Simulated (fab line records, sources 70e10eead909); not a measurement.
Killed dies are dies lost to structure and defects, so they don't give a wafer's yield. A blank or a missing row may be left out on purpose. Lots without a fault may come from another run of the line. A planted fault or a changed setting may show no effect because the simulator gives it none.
fab line records | flow nand_harc
record lots=24 wafers=72 last_day=34
route steps=1302 shown A_CONTACT@1008
lots that met no fault: from a run of the same line without faults
start_h: hours from the record's first day to the start of the lot's first wafer shown | wait_h: hours since the lot's step before | " the same as in the row above | L1.1+2: a row that stands for several wafers | - no value, or no start given | * or withheld: withheld | < > ~ a bound
route shown NAME@n: a module of which the file shows steps, and the number in the route of the first | usual: mean/standard deviation of fault-free wafers | same: alike in all rows | chamber/n: place in a boat | sites: the reading at each site | _std_site: their standard deviation | _edge_site: outer sites' mean less inner sites' | radius_mm: how far each site lies from the wafer's centre | mask NAME#n: copy n | behind: the tool/chamber that last shaped the wafer | hold: why the lot was held/for how many hours/how that ended | device: the transistor (n, p or np) that didn't switch | end of line: the same wafers' tests at the end of the route | a step without rows: its recipe alone | killed: dies lost to structure and defects at the first sort, not the wafer's yield | map: a wafer's dies, x killed, . not, _ none there
set.NAME: the setting as run; set.NAME@STEP: as run at that earlier step | model.NAME: the simulator's own value behind a step, which no gauge read
steps of the route over a sample of lots; a table a step, a row a wafer
services: from which hour (start_h, from the record's first day; less than 0 if before it) a tool's chamber was out of use, for how many hours, and why
## steps
# step NHARC_A_CONTACT_ETCH_114
# recipe source_w=withheld pressure_mtorr=20 bias_v=3000 time_s=190 target_depth_a=18500 ar_flow_sccm=withheld c4f8_flow_sccm=withheld o2_flow_sccm=withheld chemistry=C4F8/O2/Ar
# usual oes_air_line_au=1.005/0.019
# columns lot.wafer tool chamber start_h wait_h oes_air_line_au rf_hours_counter_h
L074.1 har_cap_etch-03 0 477.88 0.1 1.016 37
L074.2 " 1 " " 1.002 37
L074.6 " 0 " " 0.998 -
L076.2 har_cap_etch-03 1 511.72 0.1 0.986 41
L076.1 " 0 " " 1.004 41
L076.6 " 0 " " 0.966 -
L075.4 har_cap_etch-02 1 513.13 0.1 0.967 -
L075.3 " 0 " " 1.020 -
L075.6 " 0 " " 1.010 -
L077.2 har_cap_etch-01 1 522.13 0.1 1.015 0
L077.4 " 1 " " 1.037 -
L077.3 " 0 " " 1.026 -
L078.1 har_cap_etch-01 1 527.82 0.1 1.003 3
L078.3 " 0 " " 0.997 -
L078.6 " 1 " " 1.021 -
L079.4 har_cap_etch-01 1 544.39 0.1 1.004 -
L079.5 " 1 " " 1.015 -
L079.6 " 0 " " 1.041 -
L080.2 har_cap_etch-01 1 559.35 0.1 1.001 9
L080.1 " 0 " " 1.012 9
L080.5 " 1 " " 1.033 -
L081.1 har_cap_etch-01 0 579.73 0.1 0.985 11
L081.4 " 0 " " 0.976 -
L081.5 " 0 " " 1.004 -
L082.3 har_cap_etch-03 0 580.69 0.1 1.023 -
L082.6 " 0 " " 0.994 -
L082.5 " 1 " " 1.022 -
L085.1 har_cap_etch-03 1 605.80 0.1 0.979 55
L085.2 " 0 " " 1.002 55
L085.4 " 1 " " 0.984 -
L084.2 har_cap_etch-02 1 606.92 0.1 1.035 102
L084.3 " 1 " " 1.009 -
L084.4 " 0 " " 0.993 -
L083.1 har_cap_etch-01 1 609.33 0.1 1.029 16
L083.3 " 0 " " 1.010 -
L083.6 " 1 " " 1.009 -
L087.1 har_cap_etch-03 0 609.57 0.1 1.017 57
L087.5 " 1 " " 0.989 -
L087.6 " 0 " " 0.974 -
L086.2 har_cap_etch-01 0 619.21 0.1 1.005 19
L086.1 " 1 " " 1.002 19
L086.6 " 1 " " 0.990 -
L090.2 har_cap_etch-02 1 632.67 0.2 1.011 108
L090.3 " 0 " " 1.045 -
L090.5 " 0 " " 0.994 -
L088.2 har_cap_etch-03 1 632.73 0.1 1.028 63
L088.3 " 1 " " 1.046 -
L088.6 " 1 " " 1.051 -
L089.4 har_cap_etch-01 1 641.31 0.1 1.008 -
L089.3 " 0 " " 1.011 -
L089.5 " 1 " " 1.007 -
L091.1 har_cap_etch-03 0 664.53 0.1 1.001 70
L091.4 " 1 " " 0.960 -
L091.6 " 0 " " 0.992 -
L092.1 har_cap_etch-01 0 675.54 0.1 0.977 32
L092.4 " 1 " " 0.995 -
L092.3 " 0 " " 0.977 -
L093.1 har_cap_etch-01 0 688.84 0.1 1.016 34
L093.4 " 0 " " 1.049 -
L093.3 " 1 " " 1.005 -
L094.2 har_cap_etch-03 0 689.96 0.1 1.021 74
L094.5 " 0 " " 1.022 -
L094.6 " 1 " " 1.030 -
L096.4 har_cap_etch-01 1 699.77 0.1 1.053 -
L096.3 " 0 " " 1.020 -
L096.6 " 0 " " 1.010 -
L095.2 har_cap_etch-03 1 700.04 0.1 1.016 76
L095.1 " 0 " " 0.992 76
L095.3 " 0 " " 0.976 -
L097.2 har_cap_etch-03 0 739.02 0.1 1.018 82
L097.4 " 0 " " 1.027 -
L097.3 " 1 " " 0.995 -
# step NHARC_A_CONTACT_ETCH_117
# recipe source_w=withheld pressure_mtorr=20 bias_v=3000 time_s=190 target_depth_a=18500 ar_flow_sccm=withheld c4f8_flow_sccm=withheld o2_flow_sccm=withheld chemistry=C4F8/O2/Ar
# usual oes_air_line_au=0.999/0.02
# columns lot.wafer tool chamber start_h wait_h oes_air_line_au rf_hours_counter_h
L074.1 har_cap_etch-03 0 478.39 0.1 0.996 37
L074.2 " 1 " " 1.001 37
L074.6 " 0 " " 0.991 -
L076.2 har_cap_etch-03 1 512.24 0.1 0.996 41
L076.1 " 0 " " 1.015 41
L076.6 " 0 " " 0.992 -
L075.4 har_cap_etch-02 1 513.64 0.1 1.015 -
L075.3 " 0 " " 0.959 -
L075.6 " 0 " " 1.012 -
L077.2 har_cap_etch-01 1 522.65 0.1 1.014 1
L077.4 " 1 " " 1.022 -
L077.3 " 0 " " 1.002 -
L078.1 har_cap_etch-01 1 528.34 0.1 1.021 3
L078.3 " 0 " " 1.057 -
L078.6 " 1 " " 1.022 -
L079.4 har_cap_etch-01 1 544.90 0.1 0.962 -
L079.5 " 1 " " 0.962 -
L079.6 " 0 " " 0.993 -
L080.2 har_cap_etch-01 1 559.86 0.1 0.983 9
L080.1 " 0 " " 1.028 9
L080.5 " 1 " " 0.995 -
L081.1 har_cap_etch-01 0 580.24 0.1 0.999 11
L081.4 " 0 " " 0.961 -
L081.5 " 0 " " 0.993 -
L082.3 har_cap_etch-03 0 581.21 0.1 1.000 -
L082.6 " 0 " " 1.017 -
L082.5 " 1 " " 0.976 -
L085.1 har_cap_etch-03 1 606.31 0.1 0.979 56
L085.2 " 0 " " 1.002 56
L085.4 " 1 " " 0.997 -
L084.2 har_cap_etch-02 1 607.61 0.2 0.998 103
L084.3 " 1 " " 0.976 -
L084.4 " 0 " " 0.985 -
L083.1 har_cap_etch-01 1 609.85 0.1 1.021 17
L083.3 " 0 " " 1.026 -
L083.6 " 1 " " 1.015 -
L087.1 har_cap_etch-03 0 610.09 0.1 1.003 58
L087.5 " 1 " " 0.976 -
L087.6 " 0 " " 1.009 -
L086.2 har_cap_etch-01 0 619.72 0.1 0.982 19
L086.1 " 1 " " 0.973 19
L086.6 " 1 " " 0.988 -
L088.2 har_cap_etch-03 1 633.24 0.1 1.009 64
L088.3 " 1 " " 1.012 -
L088.6 " 1 " " 1.029 -
L090.2 har_cap_etch-02 1 633.35 0.2 1.022 109
L090.3 " 0 " " 1.033 -
L090.5 " 0 " " 1.016 -
L089.4 har_cap_etch-01 1 641.82 0.1 0.971 -
L089.3 " 0 " " 1.013 -
L089.5 " 1 " " 0.970 -
L091.1 har_cap_etch-03 0 665.04 0.1 0.969 71
L091.4 " 1 " " 1.009 -
L091.6 " 0 " " 1.004 -
L092.1 har_cap_etch-01 0 676.05 0.1 0.977 32
L092.4 " 1 " " 1.039 -
L092.3 " 0 " " 1.022 -
L093.1 har_cap_etch-01 0 689.35 0.1 0.998 34
L093.4 " 0 " " 1.011 -
L093.3 " 1 " " 0.983 -
L094.2 har_cap_etch-03 0 690.46 0.1 0.989 74
L094.5 " 0 " " 0.966 -
L094.6 " 1 " " 0.992 -
L096.4 har_cap_etch-01 1 700.29 0.1 0.999 -
L096.3 " 0 " " 0.967 -
L096.6 " 0 " " 0.992 -
L095.2 har_cap_etch-03 1 700.56 0.1 0.998 77
L095.1 " 0 " " 0.995 77
L095.3 " 0 " " 1.024 -
L097.2 har_cap_etch-03 0 739.53 0.1 1.012 82
L097.4 " 0 " " 1.022 -
L097.3 " 1 " " 0.971 -
# step NHARC_A_CONTACT_CD_MEAS_53
# usual cd_nm=289.6/0.74
# columns lot.wafer tool chamber start_h wait_h cd_nm
L074.1 cd_sem-02 - 481.03 - 289.9
L074.2 " - " " 290.2
L074.6 " - " " 291.2
L076.1 cd_sem-03 - 514.45 - 290.7
L076.2 " - " " 289.9
L076.6 " - " " 290.8
L075.3 cd_sem-02 - 515.80 - 288.8
L075.4 " - " " 289.0
L075.6 " - " " 288.7
L077.2 cd_sem-02 - 524.87 - 290.9
L077.3 " - " " 290.7
L077.4 " - " " 290.2
L078.1 cd_sem-01 - 530.53 - 290.0
L078.3 " - " " 289.8
L078.6 " - " " 289.9
L079.4 cd_sem-01 - 547.09 - 288.8
L079.5 " - " " 288.6
L079.6 " - " " 289.1
L080.1 cd_sem-03 - 562.07 - 289.2
L080.2 " - " " 288.9
L080.5 " - " " 289.2
L081.1 cd_sem-02 - 582.43 - 289.3
L081.4 " - " " 288.9
L081.5 " - " " 288.7
L082.3 cd_sem-01 - 583.38 - 288.5
L082.5 " - " " 288.1
L082.6 " - " " 288.6
L085.1 cd_sem-03 - 608.58 - 289.0
L085.2 " - " " 291.2
L085.4 " - " " 289.7
L084.2 cd_sem-03 - 610.35 - 289.2
L084.3 " - " " 289.5
L084.4 " - " " 289.6
L083.1 cd_sem-03 - 612.08 - 289.6
L083.3 " - " " 289.3
L083.6 " - " " 289.5
L087.1 cd_sem-03 - 612.28 - 290.2
L087.5 " - " " 289.5
L087.6 " - " " 289.7
L086.1 cd_sem-03 - 622.05 - 290.9
L086.2 " - " " 290.7
L086.6 " - " " 290.4
L088.2 cd_sem-02 - 635.59 - 288.2
L088.3 " - " " 290.2
L088.6 " - " " 289.5
L090.2 cd_sem-02 - 635.62 - 289.6
L090.3 " - " " 289.4
L090.5 " - " " 290.1
L089.3 cd_sem-03 - 644.01 - 289.2
L089.4 " - " " 289.9
L089.5 " - " " 289.7
L091.1 cd_sem-02 - 667.26 - 288.9
L091.4 " - " " 289.0
L091.6 " - " " 289.0
L092.1 cd_sem-03 - 678.28 - 289.9
L092.3 " - " " 290.1
L092.4 " - " " 291.3
L093.1 cd_sem-03 - 691.56 - 289.3
L093.3 " - " " 289.3
L093.4 " - " " 288.5
L094.2 cd_sem-03 - 692.69 - 290.2
L094.5 " - " " 289.3
L094.6 " - " " 289.8
L096.3 cd_sem-02 - 702.47 - 290.7
L096.4 " - " " 290.6
L096.6 " - " " 290.6
L095.1 cd_sem-03 - 705.59 - 290.0
L095.2 " - " " 289.2
L095.3 " - " " 289.6
L097.2 cd_sem-02 - 741.74 - 288.9
L097.3 " - " " 289.4
L097.4 " - " " 289.5
# step NHARC_A_CONTACT_OVL_MEAS_70
# usual overlay_x_nm=-0.2/0.82 overlay_y_nm=-0.1/0.68
# columns lot.wafer tool chamber start_h wait_h overlay_x_nm overlay_y_nm
L074.1 overlay-02 - 485.86 - -0.5 -0.1
L074.2 " - " " -1.4 0.0
L074.6 " - " " -1.0 0.0
L076.1 overlay-01 - 522.04 - 0.1 -0.4
L076.2 " - " " -0.3 -0.2
L076.6 " - " " -0.1 -0.5
L075.3 overlay-02 - 523.32 - 0.1 -1.1
L075.4 " - " " 0.7 -0.9
L075.6 " - " " 0.7 -0.5
L077.2 overlay-02 - 529.93 - 0.6 -0.7
L077.3 " - " " 0.0 -0.8
L077.4 " - " " -0.3 -0.6
L078.1 overlay-02 - 536.79 - -1.7 0.0
L078.3 " - " " -1.7 -0.2
L078.6 " - " " -2.1 0.4
L079.4 overlay-01 - 552.48 - -0.9 0.6
L079.5 " - " " -0.8 0.2
L079.6 " - " " -0.6 0.2
L080.1 overlay-02 - 572.56 - 0.8 0.0
L080.2 " - " " 0.6 -0.9
L080.5 " - " " 0.7 -0.6
L081.1 overlay-02 - 591.15 - -0.2 -0.1
L081.4 " - " " -0.2 -0.2
L081.5 " - " " -0.1 -0.4
L082.3 overlay-01 - 591.49 - -1.0 1.4
L082.5 " - " " -1.1 0.7
L082.6 " - " " -1.4 0.9
L085.1 overlay-02 - 615.30 - 0.6 0.9
L085.2 " - " " 0.5 0.7
L085.4 " - " " -0.1 0.9
L084.2 overlay-01 - 617.11 - 0.4 0.2
L084.3 " - " " 0.2 1.1
L084.4 " - " " 0.8 0.1
L083.1 overlay-02 - 619.62 - 1.2 -1.2
L083.3 " - " " 1.0 -1.3
L083.6 " - " " 0.8 -0.8
L087.1 overlay-02 - 620.26 - -0.8 0.3
L087.5 " - " " 0.0 0.9
L087.6 " - " " -0.4 0.3
L086.1 overlay-02 - 633.21 - 0.2 -1.1
L086.2 " - " " 0.1 -0.9
L086.6 " - " " 0.4 -0.7
L088.2 overlay-01 - 642.77 - 0.5 -0.2
L088.3 " - " " 0.8 -0.5
L088.6 " - " " 0.4 -0.7
L090.2 overlay-02 - 643.51 - -1.5 0.4
L090.3 " - " " -1.4 0.9
L090.5 " - " " -2.0 0.2
L089.3 overlay-02 - 649.47 - 0.9 0.4
L089.4 " - " " 0.5 0.9
L089.5 " - " " 0.8 0.0
L091.1 overlay-01 - 672.97 - -1.5 -0.7
L091.4 " - " " -1.5 -1.0
L091.6 " - " " -0.8 -1.0
L092.1 overlay-02 - 683.28 - -0.1 -0.4
L092.3 " - " " -0.4 -0.6
L092.4 " - " " -0.7 -0.8
L093.1 overlay-01 - 698.78 - 0.0 -1.0
L093.3 " - " " 0.1 -1.5
L093.4 " - " " 0.1 -0.7
L094.2 overlay-01 - 700.57 - 1.0 0.3
L094.5 " - " " 1.1 0.1
L094.6 " - " " 1.2 0.0
L096.3 overlay-02 - 707.75 - -0.5 0.5
L096.4 " - " " -0.5 0.0
L096.6 " - " " -0.9 -0.1
L095.1 overlay-02 - 710.60 - 0.1 0.2
L095.2 " - " " 0.0 0.6
L095.3 " - " " -0.4 0.9
L097.2 overlay-02 - 750.25 - -0.8 -0.1
L097.3 " - " " -0.7 0.3
L097.4 " - " " -1.0 0.1
# step NHARC_A_CONTACT_ETCH_75
# recipe target_depth_a=390 over_etch_frac=0.3 time_s=65 ion_energy_ev=80 cf4_flow_sccm=150 ar_flow_sccm=0 rf_w=300 bias_w=100 chemistry=CF4
# usual drypump_motor_current_A=5.7/0.3 oes_product_au=1.000/0.011 rf_fwd_power_W=297.7/1.1 rf_vpp_V=151.0/1.6 showerhead_plenum_p_Torr=1.76/0.1 throttle_valve_pct=13.286/0.0087
# columns lot.wafer tool chamber start_h wait_h drypump_motor_current_A oes_product_au rf_fwd_power_W rf_hours_counter_h rf_vpp_V showerhead_plenum_p_Torr throttle_valve_pct
L074.2 rie_diel-07 2 486.05 0.1 5.1 0.997 297.6 1 150.0 1.71 13.275
L074.1 " 0 " " 5.7 0.978 297.8 1 153.9 1.86 13.278
L074.6 " 2 " " 5.1 0.990 297.1 - 150.0 1.71 13.283
L076.2 rie_diel-07 0 522.24 0.1 5.7 0.989 298.6 4 151.2 1.86 13.297
L076.1 " 3 " " 5.8 1.005 298.0 4 153.7 1.91 13.297
L076.6 " 3 " " 5.8 1.000 295.7 - 152.7 1.91 13.279
L075.4 rie_diel-11 2 523.50 0.1 6.1 1.009 297.8 26 153.8 1.90 13.288
L075.3 " 1 " " 5.5 1.006 297.8 30 149.8 1.67 13.289
L075.6 " 2 " " 6.0 1.004 297.3 - 152.4 1.90 13.286
L077.3 rie_diel-11 1 530.11 0.1 5.5 1.020 298.0 32 150.7 1.66 13.280
L077.2 " 2 " " 6.1 1.012 297.4 29 153.8 1.90 13.293
L077.4 " 3 " " 5.7 0.996 301.0 30 149.5 1.73 13.293
L078.3 rie_diel-07 2 536.97 0.1 5.1 0.985 299.1 4 150.9 1.71 13.285
L078.1 " 3 " " 5.8 1.011 297.2 6 153.3 1.91 13.287
L078.6 " 1 " " 5.9 0.994 298.1 - 148.9 1.66 13.289
L079.4 rie_diel-07 2 552.68 0.1 5.1 0.996 298.1 6 149.4 1.71 13.277
L079.5 " 3 " " 5.8 1.006 300.0 - 154.2 1.91 13.270
L079.6 " 0 " " 5.7 0.997 297.1 - 151.2 1.86 13.289
L080.1 rie_diel-07 1 572.74 0.1 5.9 1.008 296.9 11 151.0 1.66 13.290
L080.2 " 3 " " 5.8 1.013 297.8 11 154.0 1.91 13.295
L080.5 " 2 " " 5.1 1.004 298.1 - 149.0 1.71 13.274
L081.1 rie_diel-07 1 591.33 0.1 5.9 0.984 298.4 14 150.4 1.66 13.264
L081.4 " 3 " " 5.8 1.000 298.7 13 152.9 1.90 13.290
L081.5 " 1 " " 5.8 0.994 296.8 - 150.5 1.66 13.287
L082.3 rie_diel-11 2 591.71 0.1 6.1 1.017 297.2 48 153.5 1.89 13.283
L082.6 " 0 " " 6.0 0.991 297.9 - 150.7 1.65 13.290
L082.5 " 1 " " 5.5 1.003 298.7 - 149.2 1.66 13.279
L085.4 rie_diel-07 3 615.49 0.1 5.8 1.015 296.9 17 153.5 1.90 13.300
L085.1 " 0 " " 5.7 1.003 299.1 18 153.6 1.86 13.280
L085.2 " 1 " " 5.9 1.003 295.3 17 150.0 1.66 13.283
L084.3 rie_diel-07 3 617.29 0.1 5.8 1.020 298.2 18 153.8 1.90 13.280
L084.2 " 0 " " 5.7 1.001 297.0 19 152.7 1.86 13.274
L084.4 " 1 " " 5.9 1.017 297.3 18 149.7 1.66 13.302
L083.3 rie_diel-05 0 619.81 0.1 5.6 0.984 298.8 7 147.9 1.66 13.280
L083.1 " 1 " " 5.8 0.996 296.5 7 150.1 1.65 13.290
L083.6 " 0 " " 5.5 0.979 299.1 - 150.8 1.66 13.291
L087.1 rie_diel-07 3 620.45 0.1 5.8 1.015 296.8 19 152.4 1.90 13.301
L087.5 " 2 " " 5.1 1.010 296.8 - 150.5 1.71 13.287
L087.6 " 3 " " 5.8 1.017 298.8 - 153.8 1.90 13.304
L086.1 rie_diel-05 3 633.40 0.1 6.0 1.008 297.0 12 150.0 1.77 13.291
L086.2 " 0 " " 5.6 0.979 298.0 12 150.8 1.66 13.279
L086.6 " 0 " " 5.6 0.975 298.8 - 149.4 1.66 13.273
L088.3 rie_diel-07 2 642.95 0.1 5.1 1.007 297.4 19 152.1 1.70 13.287
L088.2 " 1 " " 5.9 0.984 297.3 23 150.4 1.65 13.282
L088.6 " 2 " " 5.1 1.003 297.5 - 150.2 1.70 13.291
L090.2 rie_diel-11 1 643.69 0.1 5.4 0.991 298.3 9 150.8 1.65 13.294
L090.3 " 0 " " 6.0 1.003 298.1 10 150.1 1.65 13.282
L090.5 " 1 " " 5.5 0.999 298.1 - 149.9 1.65 13.274
L089.3 rie_diel-05 1 649.72 0.1 5.8 0.989 299.4 21 148.7 1.65 13.265
L089.4 " 0 " " 5.6 0.970 297.0 20 150.5 1.66 13.285
L089.5 " 1 " " 5.8 0.991 297.7 - 149.2 1.65 13.294
L091.4 rie_diel-07 3 673.16 0.1 5.7 1.009 298.4 1 152.7 1.90 13.289
L091.1 " 1 " " 5.9 1.010 296.9 1 151.3 1.65 13.276
L091.6 " 0 " " 5.7 1.000 296.7 - 152.0 1.85 13.281
L092.1 rie_diel-07 3 683.46 0.1 5.7 1.012 297.1 2 152.1 1.90 13.293
L092.3 " 0 " " 5.7 1.010 296.6 2 152.3 1.85 13.297
L092.4 " 2 " " 5.1 0.996 296.2 2 150.8 1.70 13.284
L093.3 rie_diel-11 1 698.96 0.1 5.5 0.995 299.1 28 149.7 1.65 13.290
L093.1 " 2 " " 6.0 1.020 298.8 26 153.6 1.88 13.282
L093.4 " 0 " " 6.0 0.987 296.8 31 149.0 1.64 13.286
L094.2 rie_diel-07 0 700.77 0.1 5.7 1.000 299.1 6 152.3 1.85 13.293
L094.6 " 1 " " 5.9 1.013 296.9 - 149.1 1.65 13.272
L094.5 " 2 " " 5.1 1.008 296.9 - 150.7 1.70 13.284
L096.4 rie_diel-07 2 708.10 0.1 5.1 1.002 298.7 8 151.1 1.70 13.278
L096.3 " 3 " " 5.8 1.002 297.7 7 151.0 1.90 13.288
L096.6 " 3 " " 5.8 0.993 296.8 - 151.8 1.90 13.296
L095.2 rie_diel-05 3 711.00 0.3 6.0 1.003 296.9 45 149.4 1.76 13.280
L095.1 " 1 " " 5.8 0.983 296.1 44 148.6 1.64 13.285
L095.3 " 2 " " 6.1 0.981 300.2 41 152.3 1.78 13.278
L097.2 rie_diel-07 0 750.43 0.1 5.7 0.993 296.2 12 151.7 1.85 13.295
L097.4 " 2 " " 5.1 1.010 299.3 13 150.7 1.70 13.272
L097.3 " 3 " " 5.8 0.988 300.1 12 152.5 1.90 13.301
# step NHARC_A_CONTACT_ETCH_78
# recipe target_depth_a=53000 over_etch_frac=0.3 time_s=1378 ion_energy_ev=150 o2_flow_sccm=400 cos_flow_sccm=20 ar_flow_sccm=0 rf_w=500 bias_w=300 chemistry=O2/COS
# usual drypump_motor_current_A=5.71/0.29 oes_product_au=1.000/0.011 rf_fwd_power_W=499.6/1.4 rf_vpp_V=314.2/2.8 showerhead_plenum_p_Torr=3.12/0.18 throttle_valve_pct=28.330/0.0088
# columns lot.wafer tool chamber start_h wait_h drypump_motor_current_A oes_product_au rf_fwd_power_W rf_hours_counter_h rf_vpp_V showerhead_plenum_p_Torr throttle_valve_pct
L074.1 rie_diel-07 3 - - 5.78 1.030 500.6 1 317.6 3.37 28.331
L074.2 " 2 " " 5.11 1.009 501.3 1 311.7 3.01 28.319
L074.6 " 3 " " 5.79 1.020 498.4 - 318.4 3.37 28.328
L076.1 rie_diel-07 3 - - 5.75 1.016 501.4 4 319.0 3.37 28.333
L076.2 " 1 " " 5.91 1.004 497.7 5 312.0 2.93 28.318
L076.6 " 1 " " 5.91 0.996 498.8 - 312.0 2.92 28.327
L075.4 rie_diel-11 1 - - 5.51 1.013 501.0 30 310.9 2.94 28.336
L075.3 " 2 " " 6.09 1.012 501.8 26 318.2 3.36 28.320
L075.6 " 1 " " 5.47 0.997 497.8 - 311.2 2.94 28.341
L077.2 rie_diel-11 2 - - 6.07 1.002 498.9 29 317.6 3.36 28.340
L077.3 " 3 " " 5.67 0.977 498.4 30 311.9 3.06 28.317
L077.4 " 1 " " 5.45 1.007 500.5 33 312.4 2.94 28.331
L078.3 rie_diel-07 3 - - 5.77 1.001 500.4 6 319.9 3.37 28.339
L078.1 " 0 " " 5.74 1.004 500.5 7 315.8 3.29 28.322
L078.6 " 0 " " 5.74 1.007 499.3 - 316.1 3.29 28.331
L079.4 rie_diel-07 1 - - 5.88 0.997 497.8 10 310.8 2.92 28.324
L079.6 " 2 " " 5.08 0.989 499.0 - 312.5 3.01 28.331
L079.5 " 3 " " 5.77 1.004 499.2 - 317.0 3.37 28.330
L080.2 rie_diel-07 3 - - 5.78 1.010 500.3 11 318.6 3.37 28.340
L080.1 " 2 " " 5.11 1.001 500.2 8 313.2 3.01 28.321
L080.5 " 3 " " 5.77 1.005 499.2 - 316.9 3.37 28.343
L081.1 rie_diel-07 2 - - 5.10 1.010 501.6 11 312.1 3.01 28.327
L081.4 " 1 " " 5.91 0.989 498.4 14 310.4 2.92 28.327
L081.5 " 2 " " 5.11 1.004 501.4 - 312.6 3.01 28.340
L082.3 rie_diel-11 3 - - 5.68 1.004 498.5 50 312.5 3.05 28.337
L082.5 " 2 " " 6.06 1.018 499.3 - 317.5 3.35 28.331
L082.6 " 3 " " 5.66 1.004 497.6 - 312.7 3.05 28.320
L085.1 rie_diel-07 3 - - 5.74 1.009 497.6 18 317.8 3.36 28.339
L085.2 " 0 " " 5.72 0.997 499.3 18 317.6 3.28 28.328
L085.4 " 1 " " 5.91 0.996 499.4 18 310.6 2.92 28.322
L084.2 rie_diel-07 2 - - 5.09 1.010 499.2 15 312.5 3.01 28.337
L084.4 " 3 " " 5.78 1.016 499.4 19 317.0 3.36 28.325
L084.3 " 0 " " 5.72 0.980 499.4 19 317.5 3.28 28.314
L083.3 rie_diel-05 1 - - 5.77 0.992 500.1 8 310.1 2.91 28.345
L083.1 " 2 " " 6.07 0.991 499.8 8 313.7 3.16 28.339
L083.6 " 3 " " 6.02 1.006 497.8 - 313.4 3.13 28.321
L087.1 rie_diel-07 2 - - 5.11 0.997 499.3 16 312.8 3.01 28.342
L087.6 " 0 " " 5.74 0.994 499.2 - 317.4 3.28 28.337
L087.5 " 1 " " 5.96 1.002 496.1 - 312.6 2.92 28.322
L086.2 rie_diel-05 2 - - 6.06 0.987 500.8 13 316.2 3.15 28.331
L086.1 " 1 " " 5.77 0.991 500.3 12 311.8 2.91 28.332
L086.6 " 3 " " 6.07 1.005 499.6 - 315.6 3.12 28.327
L088.2 rie_diel-07 0 - - 5.74 0.989 501.7 25 314.7 3.28 28.325
L088.3 " 3 " " 5.75 1.017 500.0 24 316.0 3.36 28.321
L088.6 " 1 " " 5.89 0.988 499.9 - 311.8 2.92 28.332
L090.2 rie_diel-11 0 - - 5.96 0.988 501.0 10 310.8 2.91 28.331
L090.3 " 1 " " 5.48 0.991 498.6 9 310.7 2.92 28.330
L090.5 " 0 " " 5.98 0.999 499.7 - 312.2 2.91 28.327
L089.4 rie_diel-05 3 - - 6.03 1.001 498.9 19 313.7 3.12 28.332
L089.3 " 1 " " 5.76 0.995 500.5 21 312.0 2.91 28.335
L089.5 " 0 " " 5.59 0.996 501.2 - 309.7 2.92 28.321
L091.1 rie_diel-07 3 - - 5.80 0.998 498.4 1 318.4 3.36 28.324
L091.4 " 0 " " 5.73 1.003 497.8 1 316.7 3.28 28.332
L091.6 " 1 " " 5.87 1.024 499.8 - 310.1 2.91 28.322
L092.1 rie_diel-07 0 - - 5.73 0.997 502.1 3 316.7 3.27 28.326
L092.4 " 1 " " 5.91 1.008 500.1 3 310.1 2.91 28.325
L092.3 " 2 " " 5.07 0.997 501.2 3 312.7 3.00 28.335
L093.1 rie_diel-11 2 - - 6.05 1.012 498.0 26 315.0 3.33 28.318
L093.3 " 0 " " 5.96 0.996 501.0 31 313.0 2.90 28.316
L093.4 " 1 " " 5.49 0.996 498.8 29 311.2 2.91 28.326
L094.2 rie_diel-07 2 - - 5.10 1.004 496.6 6 311.7 3.00 28.341
L094.6 " 1 " " 5.86 1.012 499.7 - 309.5 2.91 28.318
L094.5 " 2 " " 5.11 1.009 498.2 - 311.4 3.00 28.339
L096.3 rie_diel-07 2 - - 5.09 1.000 500.3 8 314.2 3.00 28.324
L096.4 " 0 " " 5.72 1.005 496.9 8 316.1 3.27 28.323
L096.6 " 2 " " 5.10 1.004 499.5 - 310.4 3.00 28.319
L095.1 rie_diel-05 3 - - 6.04 1.000 500.6 47 314.4 3.11 28.336
L095.3 " 0 " " 5.57 0.984 499.7 48 311.4 2.91 28.343
L095.2 " 2 " " 6.09 0.990 500.4 43 315.7 3.14 28.335
L097.2 rie_diel-07 3 - - 5.76 1.008 499.6 12 317.4 3.35 28.337
L097.4 " 0 " " 5.74 0.997 498.6 13 316.2 3.27 28.324
L097.3 " 1 " " 5.90 1.020 499.1 14 311.0 2.91 28.331
## services
# columns tool chamber start_h hours kind
har_cap_etch-02 - 461.60 1.2 repair
rie_diel-07 3 463.86 - consumable_replace:focus_ring
rie_diel-07 3 463.86 9.0 scheduled_down
rie_diel-07 3 463.86 9.0 vent_cycle
rie_diel-07 - 471.75 9.0 pm
rie_diel-07 0 471.75 9.0 vent_cycle
rie_diel-07 1 471.75 9.0 vent_cycle
rie_diel-07 2 471.75 9.0 vent_cycle
rie_diel-07 0 480.75 - clean
rie_diel-07 2 495.33 10.2 repair
har_cap_etch-01 - 497.00 17.0 pm
rie_diel-07 3 507.09 1.3 repair
rie_diel-05 2 514.91 3.0 repair
rie_diel-07 2 518.93 7.4 repair
rie_diel-07 2 544.02 7.6 repair
rie_diel-05 0 554.66 1.3 repair
rie_diel-11 - 555.10 0.7 repair
rie_diel-05 - 583.74 9.0 pm
rie_diel-11 2 584.07 7.0 repair
rie_diel-11 2 603.70 5.3 repair
rie_diel-11 - 612.82 9.0 pm
rie_diel-07 - 648.75 9.0 pm
rie_diel-05 2 653.44 5.8 repair
rie_diel-11 3 705.08 4.3 repair
## key
fault none
